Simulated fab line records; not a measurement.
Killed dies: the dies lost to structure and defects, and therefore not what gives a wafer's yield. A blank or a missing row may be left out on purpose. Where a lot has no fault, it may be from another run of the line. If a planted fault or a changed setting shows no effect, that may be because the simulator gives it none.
Split-lot study / flow n5 finfet / route with 1938 steps; 7 lots, 39 wafers read

== THE SPLIT ==
At N5_HKMG_FIN_HK_ALD_01 (deposits HfO2, target thk 1.6 nm, pulse time 3 s, purge time 3 s), the setting ald cycles was moved away from the recipe's 30 on 12 of the 39 wafers read, by -13.3% to +6.7%. For the rest of the wafers, this setting stayed at what the recipe calls for.

== FROM THE SPLIT TO THE READING: what the file shows between them, 5 steps ==
- N5_HKMG_FIN_CVD_62: deposits a-Si from Si2H6, target thk 3 nm, time 20.8 s (also split here: time s)
- N5_HKMG_FIN_RTA_80: time 2 s
- N5_HKMG_FIN_PRECLEAN_64: cleans in dHF, time 30 s
- N5_HKMG_FIN_WET_ETCH_82: etches La2O3 in dHCl, stops on HfO2, target depth 2 nm, rinse time 30 s
- N5_HKMG_FIN_ALD_36: deposits TiN, target thk 1 nm, pulse time 1 s, purge time 3 s

== THE READING ==
HK_THK, in nm, at N5_HKMG_FIN_THK_MEAS_70 (measures by xrf). Typical for fault-free wafers on this fab line: 1.623 nm, with standard deviation 0.025 nm.

wafer=L075.2; tool, chamber at the split=ald hk-02, 3,0,2; ald cycles as run=30; against the recipe=recipe; HK_THK, nm=1.561; against lot-mates on the recipe=-
wafer=L075.3; tool, chamber at the split=ald hk-02, 3,0,2; ald cycles as run=30; against the recipe=recipe; HK_THK, nm=1.616; against lot-mates on the recipe=-
wafer=L075.4; tool, chamber at the split=ald hk-02, 3,0,2; ald cycles as run=30; against the recipe=recipe; HK_THK, nm=1.645; against lot-mates on the recipe=-
wafer=L078.1; tool, chamber at the split=ald hk-02, 1,2,0; ald cycles as run=30; against the recipe=recipe; HK_THK, nm=1.627; against lot-mates on the recipe=-
wafer=L078.2; tool, chamber at the split=ald hk-02, 0,3,1; ald cycles as run=32; against the recipe=+6.7%; HK_THK, nm=1.760; against lot-mates on the recipe=+0.121
wafer=L078.3; tool, chamber at the split=ald hk-02, 0,3,1; ald cycles as run=32; against the recipe=+6.7%; HK_THK, nm=1.753; against lot-mates on the recipe=+0.114
wafer=L078.4; tool, chamber at the split=ald hk-02, 1,2,0; ald cycles as run=30; against the recipe=recipe; HK_THK, nm=1.648; against lot-mates on the recipe=-
wafer=L078.5; tool, chamber at the split=ald hk-02, 0,3,1; ald cycles as run=32; against the recipe=+6.7%; HK_THK, nm=1.727; against lot-mates on the recipe=+0.088
wafer=L078.6; tool, chamber at the split=ald hk-02, 1,2,0; ald cycles as run=30; against the recipe=recipe; HK_THK, nm=1.643; against lot-mates on the recipe=-
wafer=L081.1; tool, chamber at the split=ald hk-01, 3,1,0,2,1,0; ald cycles as run=30; against the recipe=recipe; HK_THK, nm=1.610; against lot-mates on the recipe=-
wafer=L081.2; tool, chamber at the split=ald hk-01, 3,1,0,2,1,0; ald cycles as run=30; against the recipe=recipe; HK_THK, nm=1.641; against lot-mates on the recipe=-
wafer=L081.3; tool, chamber at the split=ald hk-01, 3,1,0,2,1,0; ald cycles as run=30; against the recipe=recipe; HK_THK, nm=1.646; against lot-mates on the recipe=-
wafer=L081.4; tool, chamber at the split=ald hk-01, 3,1,0,2,1,0; ald cycles as run=30; against the recipe=recipe; HK_THK, nm=1.649; against lot-mates on the recipe=-
wafer=L081.5; tool, chamber at the split=ald hk-01, 3,1,0,2,1,0; ald cycles as run=30; against the recipe=recipe; HK_THK, nm=1.658; against lot-mates on the recipe=-
wafer=L081.6; tool, chamber at the split=ald hk-01, 3,1,0,2,1,0; ald cycles as run=30; against the recipe=recipe; HK_THK, nm=1.609; against lot-mates on the recipe=-
wafer=L085.1; tool, chamber at the split=ald hk-03, 2,3,1; ald cycles as run=30; against the recipe=recipe; HK_THK, nm=1.622; against lot-mates on the recipe=-
wafer=L085.2; tool, chamber at the split=ald hk-03, 0,2,3; ald cycles as run=28; against the recipe=-6.7%; HK_THK, nm=1.524; against lot-mates on the recipe=-0.100
wafer=L085.3; tool, chamber at the split=ald hk-03, 2,3,1; ald cycles as run=30; against the recipe=recipe; HK_THK, nm=1.633; against lot-mates on the recipe=-
wafer=L085.4; tool, chamber at the split=ald hk-03, 2,3,1; ald cycles as run=30; against the recipe=recipe; HK_THK, nm=1.618; against lot-mates on the recipe=-
wafer=L085.5; tool, chamber at the split=ald hk-03, 0,2,3; ald cycles as run=28; against the recipe=-6.7%; HK_THK, nm=1.531; against lot-mates on the recipe=-0.093
wafer=L085.6; tool, chamber at the split=ald hk-03, 0,2,3; ald cycles as run=28; against the recipe=-6.7%; HK_THK, nm=1.529; against lot-mates on the recipe=-0.095
wafer=L092.1; tool, chamber at the split=ald hk-03, 0,2,3,1,3,0; ald cycles as run=30; against the recipe=recipe; HK_THK, nm=1.642; against lot-mates on the recipe=-
wafer=L092.2; tool, chamber at the split=ald hk-03, 0,2,3,1,3,0; ald cycles as run=30; against the recipe=recipe; HK_THK, nm=1.622; against lot-mates on the recipe=-
wafer=L092.3; tool, chamber at the split=ald hk-03, 0,2,3,1,3,0; ald cycles as run=30; against the recipe=recipe; HK_THK, nm=1.644; against lot-mates on the recipe=-
wafer=L092.4; tool, chamber at the split=ald hk-03, 0,2,3,1,3,0; ald cycles as run=30; against the recipe=recipe; HK_THK, nm=1.640; against lot-mates on the recipe=-
wafer=L092.5; tool, chamber at the split=ald hk-03, 0,2,3,1,3,0; ald cycles as run=30; against the recipe=recipe; HK_THK, nm=1.628; against lot-mates on the recipe=-
wafer=L092.6; tool, chamber at the split=ald hk-03, 0,2,3,1,3,0; ald cycles as run=30; against the recipe=recipe; HK_THK, nm=1.637; against lot-mates on the recipe=-
wafer=L094.1; tool, chamber at the split=ald hk-03, 0,3,0; ald cycles as run=26; against the recipe=-13.3%; HK_THK, nm=1.405; against lot-mates on the recipe=-0.222
wafer=L094.2; tool, chamber at the split=ald hk-03, 1,2,3; ald cycles as run=30; against the recipe=recipe; HK_THK, nm=1.625; against lot-mates on the recipe=-
wafer=L094.3; tool, chamber at the split=ald hk-03, 1,2,3; ald cycles as run=30; against the recipe=recipe; HK_THK, nm=1.631; against lot-mates on the recipe=-
wafer=L094.4; tool, chamber at the split=ald hk-03, 0,3,0; ald cycles as run=26; against the recipe=-13.3%; HK_THK, nm=1.378; against lot-mates on the recipe=-0.249
wafer=L094.5; tool, chamber at the split=ald hk-03, 0,3,0; ald cycles as run=26; against the recipe=-13.3%; HK_THK, nm=1.396; against lot-mates on the recipe=-0.231
wafer=L094.6; tool, chamber at the split=ald hk-03, 1,2,3; ald cycles as run=30; against the recipe=recipe; HK_THK, nm=1.624; against lot-mates on the recipe=-
wafer=L097.1; tool, chamber at the split=ald hk-03, 0,3,1; ald cycles as run=32; against the recipe=+6.7%; HK_THK, nm=1.748; against lot-mates on the recipe=+0.126
wafer=L097.2; tool, chamber at the split=ald hk-03, 1,2,0; ald cycles as run=30; against the recipe=recipe; HK_THK, nm=1.612; against lot-mates on the recipe=-
wafer=L097.3; tool, chamber at the split=ald hk-03, 1,2,0; ald cycles as run=30; against the recipe=recipe; HK_THK, nm=1.618; against lot-mates on the recipe=-
wafer=L097.4; tool, chamber at the split=ald hk-03, 0,3,1; ald cycles as run=32; against the recipe=+6.7%; HK_THK, nm=1.721; against lot-mates on the recipe=+0.099
wafer=L097.5; tool, chamber at the split=ald hk-03, 1,2,0; ald cycles as run=30; against the recipe=recipe; HK_THK, nm=1.636; against lot-mates on the recipe=-
wafer=L097.6; tool, chamber at the split=ald hk-03, 0,3,1; ald cycles as run=32; against the recipe=+6.7%; HK_THK, nm=1.733; against lot-mates on the recipe=+0.111
Where a row lists several chambers, the file gives one row for several wafers and doesn't say which wafer went through which chamber.

THE FIT
A straight line over all 39 wafers: HK_THK changes by +0.0171 nm for each +1% of ald cycles; r = +0.98; the points scatter about the line by 0.018 nm.
The same after taking each lot's own level away (the mean of its wafers on the recipe; 39 wafers): +0.0168 nm for each +1%; r = +0.98; scatter 0.016 nm.
Per that fit: largest ald cycles move, reading shift of 0.22 nm.
From 1.6073 to 1.6393 nm: that is the span of the lots' own levels, equal to 1.3 times the standard deviation above.
The two slopes agree, so the slope changes little with the lot-to-lot level.
Check: -0.224 nm against its lot-mates is what the line predicts for one of the wafers moved furthest among these (-13.3%) when that wafer is left out of the fit. Against them it came out at -0.222 nm.

== ADDITIONAL SPLITS CARRIED BY THESE WAFERS ==
Before the reading, these wafers also passed through other splits. Each is held against what the fit with the lots' levels taken away leaves over:
other split on the same wafers=N5_WELL_APT_EPI_41 target thk a; wafers away from the commonest value=18; r with HK_THK (lot level and that fit taken away)=-0.09
other split on the same wafers=N5_FIN_SAQP_ALD_61 ald cycles; wafers away from the commonest value=9; r with HK_THK (lot level and that fit taken away)=-0.11
other split on the same wafers=N5_FIN_CUT_CUT_ETCH_26 time s; wafers away from the commonest value=18; r with HK_THK (lot level and that fit taken away)=+0.16
other split on the same wafers=N5_DUMMY_GATE_ETCH_37 source w; wafers away from the commonest value=9; r with HK_THK (lot level and that fit taken away)=+0.03
other split on the same wafers=N5_SPACER0_ALD_07 target thk a; wafers away from the commonest value=12; r with HK_THK (lot level and that fit taken away)=+0.12
other split on the same wafers=N5_HKMG_FIN_CVD_62 time s; wafers away from the commonest value=12; r with HK_THK (lot level and that fit taken away)=-0.01

== FILE'S OWN FIT ==
HK_THK changes by +0.0168 nm for each +1% of ald cycles, r = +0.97.
